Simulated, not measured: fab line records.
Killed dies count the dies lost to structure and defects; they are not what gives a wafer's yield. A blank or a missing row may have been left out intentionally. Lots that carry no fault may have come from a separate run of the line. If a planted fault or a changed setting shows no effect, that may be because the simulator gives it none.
fab line records ; flow n5-finfet
record: lots: 7; wafers: 21
route steps=1938 shown BEOL_M14@1744 BEOL_M15@1800 MIM_BOT@1833 PASSIVATION@1929
start-h: the number of hours between the record's first day and the start of the first shown wafer of the lot ; wait-h: hours from the lot's prior step to this one ; " same as the row above ; L1.1+2: several wafers, shown together as one row ; - value missing, or start not given ; * or withheld: withheld ; < > ~ a bound
route shown NAME@n: names a module that has steps shown in the file, with the first one's number in the route ; usual: mean/standard deviation of fault-free wafers ; same: alike in all rows ; chamber/n: place in a boat ; sites: readings site by site ; _std_site: standard deviation of those values ; _edge_site: outer sites' mean less inner sites' ; radius-mm: how far each site lies from the wafer's centre ; mask NAME#n: copy n ; behind: the tool/chamber that last shaped the wafer ; hold: the reason the lot was held/the length of the hold in hours/how it ended ; device: which transistor (n, p or np) failed to switch ; end of line: the tests these same wafers got at the end of their route ; where a step has no rows: the recipe by itself ; killed: the dies lost at the first sort to structure and to defects; this is not the yield of the wafer ; map: dies across one wafer; x = killed, . = not, _ = none there
set.NAME: the setting as run; set.NAME@STEP: as run at that earlier step ; model.NAME: the simulator's own value behind a step, which no gauge read
lots where settings were altered on purpose, with a table for each step and a row for each wafer
== steps ==
step: N5_BEOL_M14_DEVELOP_27
recipe: develop-time-s: 45; rinse-liquid: diw; dry: air-spin; dev-temp-c: 21
lot.wafer;tool;chamber;start-h;wait-h;set.develop-time-s
L074.1+4;litho-track-04;0;-;-;45
L074.5;litho-track-04;0;-;-;53.06
L078.3+4+6;litho-track-05;0;-;-;45
L082.3+4+5;litho-track-05;0;-;-;45
L086.2+4+5;litho-track-04;0;-;-;45
L087.4+5+6;litho-track-05;0;-;-;39.26
L095.3+6;litho-track-05;0;-;-;35.25
L095.5;litho-track-05;0;-;-;45
L093.1+3+5;litho-track-05;0;-;-;45
step: N5_BEOL_M14_HARDBAKE_32
recipe: temp-c: 130; time-s: 120
step: N5_BEOL_M14_CD_MEAS_28
recipe: target-cd-nm: 284.4; landing-energy-ev: 500; detector: se-inlens
usual: cd-nm: 285.0/1.8
lot.wafer;tool;chamber;start-h;wait-h;set.dose-mj@BEOL_M14_EXPOSE_25;cd-nm
L074.1;cd-sem-03;0;236.33;-;27.54;291.1
L074.4;cd-sem-03;0;236.33;-;26.6;284.3
L074.5;cd-sem-03;0;236.33;-;26.6;281.7
L078.3;cd-sem-02;0;265.76;-;26.6;286.7
L078.4;cd-sem-02;0;265.76;-;25.41;277.4
L078.6;cd-sem-02;0;265.76;-;25.41;275.8
L082.3;cd-sem-03;0;302.40;-;25.98;280.7
L082.4;cd-sem-03;0;302.40;-;25.98;281.6
L082.5;cd-sem-03;0;302.40;-;26.6;285.0
L086.2;cd-sem-02;0;316.62;-;26.6;284.6
L086.4;cd-sem-02;0;316.62;-;26.6;284.9
L086.5;cd-sem-02;0;316.62;-;26.6;284.9
L087.4;cd-sem-01;0;327.68;-;26.6;284.3
L087.5;cd-sem-01;0;327.68;-;26.6;284.6
L087.6;cd-sem-01;0;327.68;-;25.89;280.0
L095.3;cd-sem-03;0;367.70;-;26.6;284.7
L095.5;cd-sem-03;0;367.70;-;26.6;285.1
L095.6;cd-sem-03;0;367.70;-;26.6;284.4
L093.1;cd-sem-02;0;371.88;-;26.6;284.8
L093.3;cd-sem-02;0;371.88;-;26.6;284.5
L093.5;cd-sem-02;0;371.88;-;26.6;284.8
step: N5_BEOL_M14_DESCUM_33
recipe: chemistry: O2; time-s: 7.9; source-power-w: 50; bias-power-w: 20; pressure-mtorr: 20; rf-frequency-hz: 2.712e+07; temp-c: 40; o2-flow-sccm: 225
lot.wafer;tool;chamber;start-h;wait-h;set.dose-mj@BEOL_M14_EXPOSE_25;model.BEOL_M14.cd-nm
L074.1;rie-diel-01;3;236.42;0.0;27.54;291
L074.4;rie-diel-01;0;236.42;0.0;26.6;284.2
L074.5;rie-diel-01;3;236.42;0.0;26.6;282
L078.3;rie-diel-01;0;265.85;0.0;26.6;286.8
L078.4;rie-diel-01;1;265.85;0.0;25.41;277.2
L078.6;rie-diel-01;2;265.85;0.0;25.41;276.2
L082.3;rie-diel-06;1;302.49;0.0;25.98;280.8
L082.4;rie-diel-06;2;302.49;0.0;25.98;281.6
L082.5;rie-diel-06;0;302.49;0.0;26.6;285.4
L086.2+4;rie-diel-01;3,0;317.12;0.5;26.6;284.8
L086.5;rie-diel-01;1;317.12;0.5;26.6;284.6
L087.4+5;rie-diel-06;3,1;327.77;0.0;26.6;284.6
L087.6;rie-diel-06;0;327.77;0.0;25.89;279.8
L095.3;rie-diel-01;0;367.79;0.0;26.6;284.8
L095.5;rie-diel-01;1;367.79;0.0;26.6;285
L095.6;rie-diel-01;2;367.79;0.0;26.6;284.4
L093.1;rie-diel-01;3;371.97;0.0;26.6;285
L093.3;rie-diel-01;2;371.97;0.0;26.6;284.4
L093.5;rie-diel-01;2;371.97;0.0;26.6;284.8
step: N5_BEOL_M14_ETCH_67
recipe: chemistry: CF4; target: SiARC; target-depth-a: 1430; time-s: 238.3; ion-energy-ev: 80; pressure-mtorr: 40; source-w: 545; bias-w: 36; Ar_flow_sccm: 100; cf4-flow-sccm: 100; ends: cleared
step: N5_BEOL_M14_ETCH_68
recipe: chemistry: N2/H2; target: SOC; mask-material: SiARC; source-w: 3000; bias-w: 350; temp-c: 40; time-s: 450; ion-energy-ev: 200; pressure-mtorr: 30; n2-flow-sccm: 200; h2-flow-sccm: 200
lot.wafer;tool;chamber;start-h;wait-h;set.dose-mj@BEOL_M14_EXPOSE_25;model.BEOL_M14.cd-nm
L074.1;rie-diel-01;3;236.60;0.1;27.54;288
L074.4;rie-diel-01;0;236.60;0.1;26.6;282
L074.5;rie-diel-01;3;236.60;0.1;26.6;279
L078.3;rie-diel-01;0;266.03;0.1;26.6;283.4
L078.4;rie-diel-01;1;266.03;0.1;25.41;272.6
L078.6;rie-diel-01;2;266.03;0.1;25.41;272
L082.3;rie-diel-06;1;302.67;0.1;25.98;276.6
L082.4;rie-diel-06;2;302.67;0.1;25.98;276.8
L082.5;rie-diel-06;0;302.67;0.1;26.6;282
L086.2;rie-diel-01;3;317.30;0.1;26.6;282.8
L086.4;rie-diel-01;0;317.30;0.1;26.6;283.8
L086.5;rie-diel-01;1;317.30;0.1;26.6;281.6
L087.4;rie-diel-06;3;327.95;0.1;26.6;280.8
L087.5;rie-diel-06;1;327.95;0.1;26.6;279.6
L087.6;rie-diel-06;0;327.95;0.1;25.89;275.4
L095.3;rie-diel-01;0;367.97;0.1;26.6;282
L095.5;rie-diel-01;1;367.97;0.1;26.6;284.8
L095.6;rie-diel-01;2;367.97;0.1;26.6;280.8
L093.1;rie-diel-01;3;372.15;0.1;26.6;280.4
L093.3;rie-diel-01;2;372.15;0.1;26.6;279.2
L093.5;rie-diel-01;2;372.15;0.1;26.6;279.4
step: N5_BEOL_M15_EXPOSE_25
recipe: mask-id: M15; na: 0.8; source-shape: annular; sigma-inner: 0.5; sigma-outer: 0.8; polarization: unpolarized; target-cd-nm: 400; dose-mj: 35.5
lot.wafer;tool;chamber;start-h;wait-h;mask;set.dose-mj
L074.1+4+5;krf-scanner-01;0;244.15;-;M15#0;35.5
L078.3;krf-scanner-02;0;272.05;-;M15#0;35.5
L078.4+6;krf-scanner-02;0;272.05;-;M15#0;37.68
L082.3+4+5;krf-scanner-01;0;309.19;-;M15#0;35.5
L086.2+5;krf-scanner-01;0;321.95;-;M15#0;37.08
L086.4;krf-scanner-01;0;321.95;-;M15#0;35.5
L087.4+6;krf-scanner-01;0;333.88;-;M15#0;35.5
L087.5;krf-scanner-01;0;333.88;-;M15#0;37.86
L095.3+5;krf-scanner-01;0;372.54;-;M15#0;35.5
L095.6;krf-scanner-01;0;372.54;-;M15#0;33.19
L093.1+3+5;krf-scanner-01;0;378.32;-;M15#0;35.5
step: N5_BEOL_M15_PEB_26
recipe: peb-temp-c: 130; peb-time-s: 90
step: N5_BEOL_M15_DEVELOP_27
recipe: develop-time-s: 45; rinse-liquid: diw; dry: air-spin; dev-temp-c: 21
step: N5_BEOL_M15_HARDBAKE_32
recipe: temp-c: 130; time-s: 120
step: N5_BEOL_M15_CD_MEAS_28
recipe: target-cd-nm: 407.6; landing-energy-ev: 500; detector: se-inlens
usual: cd-nm: 407.7/2.1
lot.wafer;tool;chamber;start-h;wait-h;set.dose-mj@BEOL_M15_EXPOSE_25;cd-nm
L074.1;cd-sem-02;0;244.32;-;35.5;407.8
L074.4;cd-sem-02;0;244.32;-;35.5;408.5
L074.5;cd-sem-02;0;244.32;-;35.5;408.7
L078.3;cd-sem-01;0;272.21;-;35.5;412.2
L078.4;cd-sem-01;0;272.21;-;37.68;421.4
L078.6;cd-sem-01;0;272.21;-;37.68;422.4
L082.3;cd-sem-03;0;309.35;-;35.5;404.9
L082.4;cd-sem-03;0;309.35;-;35.5;407.7
L082.5;cd-sem-03;0;309.35;-;35.5;408.3
L086.2;cd-sem-03;0;322.11;-;37.08;415.9
L086.4;cd-sem-03;0;322.11;-;35.5;405.8
L086.5;cd-sem-03;0;322.11;-;37.08;413.3
L087.4;cd-sem-02;0;334.04;-;35.5;405.6
L087.5;cd-sem-02;0;334.04;-;37.86;416.1
L087.6;cd-sem-02;0;334.04;-;35.5;405.1
L095.3;cd-sem-03;0;372.70;-;35.5;405.9
L095.5;cd-sem-03;0;372.70;-;35.5;408.0
L095.6;cd-sem-03;0;372.70;-;33.19;395.6
L093.1;cd-sem-02;0;378.49;-;35.5;407.2
L093.3;cd-sem-02;0;378.49;-;35.5;406.6
L093.5;cd-sem-02;0;378.49;-;35.5;406.4
step: N5_BEOL_M15_DESCUM_33
recipe: chemistry: O2; time-s: 7.9; source-power-w: 50; bias-power-w: 20; pressure-mtorr: 20; rf-frequency-hz: 2.712e+07; temp-c: 40; o2-flow-sccm: 225
lot.wafer;tool;chamber;start-h;wait-h;set.dose-mj@BEOL_M15_EXPOSE_25;model.BEOL_M15.cd-nm
L074.1;rie-diel-02;1;244.66;0.3;35.5;407.8
L074.4;rie-diel-02;0;244.66;0.3;35.5;408.2
L074.5;rie-diel-02;3;244.66;0.3;35.5;408.6
L078.3;rie-diel-03;0;272.54;0.3;35.5;412.2
L078.4;rie-diel-03;0;272.54;0.3;37.68;421.6
L078.6;rie-diel-03;2;272.54;0.3;37.68;422
L082.3;rie-diel-02;3;309.80;0.4;35.5;404.8
L082.4;rie-diel-02;1;309.80;0.4;35.5;407.4
L082.5;rie-diel-02;3;309.80;0.4;35.5;408.4
L086.2;rie-diel-02;3;322.20;0.0;37.08;415.8
L086.4;rie-diel-02;1;322.20;0.0;35.5;405.6
L086.5;rie-diel-02;3;322.20;0.0;37.08;413
L087.4;rie-diel-03;1;334.37;0.3;35.5;405.6
L087.5;rie-diel-03;3;334.37;0.3;37.86;416.2
L087.6;rie-diel-03;2;334.37;0.3;35.5;404.8
L095.3;rie-diel-02;0;372.78;0.0;35.5;406
L095.5;rie-diel-02;0;372.78;0.0;35.5;407.8
L095.6;rie-diel-02;1;372.78;0.0;33.19;395.8
L093.1;rie-diel-05;3;378.63;0.1;35.5;-
L093.3+5;rie-diel-05;1,2;378.63;0.1;35.5;406.6
step: N5_MIM_BOT_SPUTTER_00
recipe: material: TiN; target-thk-a: 350; temp-c: 200; power-w: 3000; chamber-pressure-pa: 0.49996; gas: Ar; reactive-partial-pa: 0.37997; time-s: 89.7
lot.wafer;tool;chamber;start-h;wait-h;set.time-s;model.TiN_of_MIM_BOT_SPUTTER_00.thk-nm
L074.1;pvd-sputter-01;-;251.92;0.0;89.7;34.8
L074.4;pvd-sputter-01;-;251.92;0.0;89.7;35.2
L074.5;pvd-sputter-01;-;251.92;0.0;93.49;36.6
L078.3;pvd-sputter-02;-;281.84;0.0;98.4;38.4
L078.4;pvd-sputter-02;-;281.84;0.0;89.7;35.6
L078.6;pvd-sputter-02;-;281.84;0.0;98.4;38.2
L082.3;pvd-sputter-03;-;315.99;0.0;97.27;37.8
L082.4;pvd-sputter-03;-;315.99;0.0;97.27;38.2
L082.5;pvd-sputter-03;-;315.99;0.0;89.7;35.2
L086.2;pvd-sputter-02;-;327.22;0.0;93.49;36
L086.4+5;pvd-sputter-02;-;327.22;0.0;89.7;34.6
L087.4;pvd-sputter-02;-;340.47;0.0;89.7;34.4
L087.5;pvd-sputter-02;-;340.47;0.0;85.57;33.4
L087.6;pvd-sputter-02;-;340.47;0.0;85.57;32.6
L095.3;pvd-sputter-02;-;377.54;0.0;89.7;34.8
L095.5;pvd-sputter-02;-;377.54;0.0;89.7;35
L095.6;pvd-sputter-02;-;377.54;0.0;89.7;34.6
L093.1;pvd-sputter-02;-;384.61;0.0;89.7;34.2
L093.3+5;pvd-sputter-02;-;384.61;0.0;89.7;34
step: N5_PASSIVATION_PASS_ETCH_47
recipe: chemistry: CF4/O2; target: SiNx; target-depth-a: 7700; time-s: 385; ion-energy-ev: 100; pressure-mtorr: 40; source-w: 535; bias-w: 49; Ar_flow_sccm: 100; cf4-flow-sccm: 100; O2_flow_sccm: 10
lot.wafer;tool;chamber;start-h;wait-h;set.time-s;model.etch.depth-nm
L074.1;rie-diel-01;0;261.17;0.0;385;777.1
L074.4;rie-diel-01;3;261.17;0.0;433.5;903.7
L074.5;rie-diel-01;3;261.17;0.0;433.5;906.5
L078.3;rie-diel-06;0;290.54;0.0;385;783.6
L078.4;rie-diel-06;1;290.54;0.0;311.1;642.3
L078.6;rie-diel-06;2;290.54;0.0;311.1;622.3
L082.3;rie-diel-06;3;323.74;0.0;385;777.6
L082.4;rie-diel-06;1;323.74;0.0;431.1;892.6
L082.5;rie-diel-06;3;323.74;0.0;385;773.7
L086.2;rie-diel-04;2;336.08;0.0;333.3;645.8
L086.4;rie-diel-04;1;336.08;0.0;333.3;636
L086.5;rie-diel-04;0;336.08;0.0;385;775.4
L087.4;rie-diel-06;1;348.16;0.0;385;794.4
L087.5;rie-diel-06;3;348.16;0.0;385;780.2
L087.6;rie-diel-06;2;348.16;0.0;385;777.6
L095.3;rie-diel-04;3;387.57;0.0;456.3;954.9
L095.5;rie-diel-04;0;387.57;0.0;456.3;910.8
L095.6;rie-diel-04;3;387.57;0.0;385;804.7
L093.1;rie-diel-04;1;393.29;0.0;385;744.4
L093.3;rie-diel-04;0;393.29;0.0;385;777.3
L093.5;rie-diel-04;1;393.29;0.0;385;742.9
== key ==
split: step: N5_BEOL_M14_DEVELOP_27; setting: develop-time-s; stated: 45; by: wafer
response none clear
split: step: N5_BEOL_M15_EXPOSE_25; setting: dose-mj; stated: 35.5; by: wafer
response: step: N5_BEOL_M15_CD_MEAS_28; reading: cd-nm; change: +1.69; per: 1%; r: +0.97
response: step: N5_BEOL_M15_DESCUM_33; reading: model.BEOL_M15.cd-nm; change: +1.69; per: 1%; r: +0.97
split: step: N5_MIM_BOT_SPUTTER_00; setting: time-s; stated: 89.7; by: wafer
response: step: N5_MIM_BOT_SPUTTER_00; reading: model.TiN_of_MIM_BOT_SPUTTER_00.thk-nm; change: +0.31; per: 1%; r: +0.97
split: step: N5_PASSIVATION_PASS_ETCH_47; setting: time-s; stated: 385; by: wafer
response: step: N5_PASSIVATION_PASS_ETCH_47; reading: model.etch.depth-nm; change: +8.46; per: 1%; r: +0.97
split outside-this-file step=N5_BEOL_M14_EXPOSE_25 setting=dose-mj
split outside-this-file: this setting was split too, and the file shows its column; the key of that split is in another file
